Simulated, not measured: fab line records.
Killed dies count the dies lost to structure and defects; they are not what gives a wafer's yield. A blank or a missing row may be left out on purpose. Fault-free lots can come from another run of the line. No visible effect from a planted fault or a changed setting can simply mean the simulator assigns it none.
A struck lot beside a sound one / flow nandHarc / 18 steps out of a route of 1302
Sound: wafers L935.3, L935.4, L935.6. Wafers L926.1, L926.4, L926.5 were the ones struck. The cause is named last.
Per side, at each step with rows, come the tool, then ch with its chambers, and then its first start. Under that, the readings that differ: sound wafers / struck wafers / difference of the means / sigmas: that difference in standard deviations of wafers without a fault.
alike: words and numbers the same on both sides, and readings whose means are apart by under 2 such deviations; not compared: readings that were withheld, readings missing a value for some wafer, numbers with overlapping values and no deviation given by the record, and bounds like >300 which may hide the same value.
The two part at a step that has a row with sigmas, a row that says differs or no value, or rows on one side only. When numbers do not overlap yet have no deviation, they are printed without sigmas and do not part them. A reading missing from all wafers of one side parts the sides only when that side holds two or more wafers.

NHARC_A_M0_OVL_MEAS_10: pitch 160 nm.
  sound on overlay-01 at day 30 05:53; struck on overlay-01 at day 26 18:49
reading=overlayYNm (nm); sound=-0.1 -0.4 -0.6; struck=2.0 1.2 1.5; difference=+1.9; sigmas=+3
  alike: overlayXNm
NHARC_A_M0_INSPECT_11:
  sound on defectInspect-02 at day 30 05:55; struck on defectInspect-02 at day 26 18:51
  alike: rawDefectCount
then, 1 step without rows for these wafers: NHARC_A_M0_DESCUM_14 (chemistry O2, time 3 s).
NHARC_A_M0_ETCH_34: etches the open film in N2/H2, target depth 40 nm, overetch 12 nm, time 43.94 s.
  sound on rieDiel-10 ch 1,3, day 30 06:04; struck on rieDiel-10 ch 0,1,3, day 26 19:00
  alike: drypumpMotorCurrentA, oesProductAu, rfVppV, showerheadPlenumPTorr, throttleValvePct
  not compared: rfHoursCounterH
NHARC_A_M0_ETCH_15: etches the open film in C4F8/Ar, target depth 150 nm, overetch 15 nm, time 82.5 s.
  sound: rieDiel-10 ch 1,2; struck: rieDiel-10 ch 1,2
reading=oesProductAu (a.u.); sound=0.917 0.923 0.908; struck=0.947 0.979 0.972; difference=+0.050; sigmas=+2
  alike: rfVppV
  not compared: rfHoursCounterH
NHARC_A_M0_CD_MEAS_16:
  sound on cdSem-02 at day 30 06:17; struck on cdSem-02 at day 26 19:13
  alike: cdNm
NHARC_A_M0_STRIP_18: strips in N2/H2.
  sound on rieDiel-07 ch 1,3, day 30 06:23; struck on rieDiel-05 ch 0,1, day 26 19:19
  alike: drypumpMotorCurrentA, oesProductAu, rfVppV, showerheadPlenumPTorr, throttleValvePct
  not compared: rfHoursCounterH
then, 3 steps without rows for these wafers: NHARC_A_M0_STRIP_19 (strips in post etch residue remover, time 600 s); NHARC_A_M0_DEGAS_28 (time 60 s); NHARC_A_M0_PRE_CLEAN_29 (time 30 s).
NHARC_A_M0_PVD_20: deposits TaN, target thk 5 nm, time 8.06 s.
  sound on pvdSputter-01; struck on pvdSputter-01
  alike: throttleValvePct
then, 1 step without rows for these wafers: NHARC_A_M0_PVD_21 (deposits Cu, target thk 30 nm, time 20.49 s).
NHARC_A_M0_ECD_22: material Cu, target thk 400 nm.
  sound on ecdCu-01 ch 0,1, day 30 07:22; struck on ecdCu-02 ch 1, day 26 20:14
  no value came back on the struck wafers for bathHeatDutyPct (%), bathTempC (C); on the sound wafers bathHeatDutyPct (%) reads 5.8 5.8 5.9
NHARC_A_M0_ANNEAL_30: time 90 s.
  sound on rtpAnneal-02 ch 0, day 30 07:45; struck on rtpAnneal-02 ch 0, day 26 20:34
  alike: wafer_temp_C_max
NHARC_A_M0_CMP_23: polishes, t overpolish 20 s, target thk 113.75 nm.
  sound on cmp-04 ch 0,3, day 30 07:59; struck on cmp-04 ch 0,1, day 26 20:55
reading=timeToEndpointS (s); sound=29 22 21; struck=8 4 4; difference=-19; sigmas=-6
  alike: motorCurrentA
NHARC_A_M0_THK_MEAS_24: measures by xrf.
  sound on filmMetro-02 at day 30 08:18; struck on filmMetro-01 at day 26 21:13
reading=thkNm (nm); sound=114.4 112.7 113.2; struck=31.0 30.7 29.2; difference=-83.1; sigmas=-52
following that, these wafers have no rows for 1 step: NHARC_A_M0_SRD_25.
NHARC_END_SORT_01:
  the record has rows for the struck wafers here (prober-02 ch 0, day 28 10:11) and none for the sound ones

== WHERE THEY PART ==
Last at NHARC_END_SORT_01 as far as this record goes, first at NHARC_A_M0_OVL_MEAS_10.

WHY: whatever the simulator had introduced
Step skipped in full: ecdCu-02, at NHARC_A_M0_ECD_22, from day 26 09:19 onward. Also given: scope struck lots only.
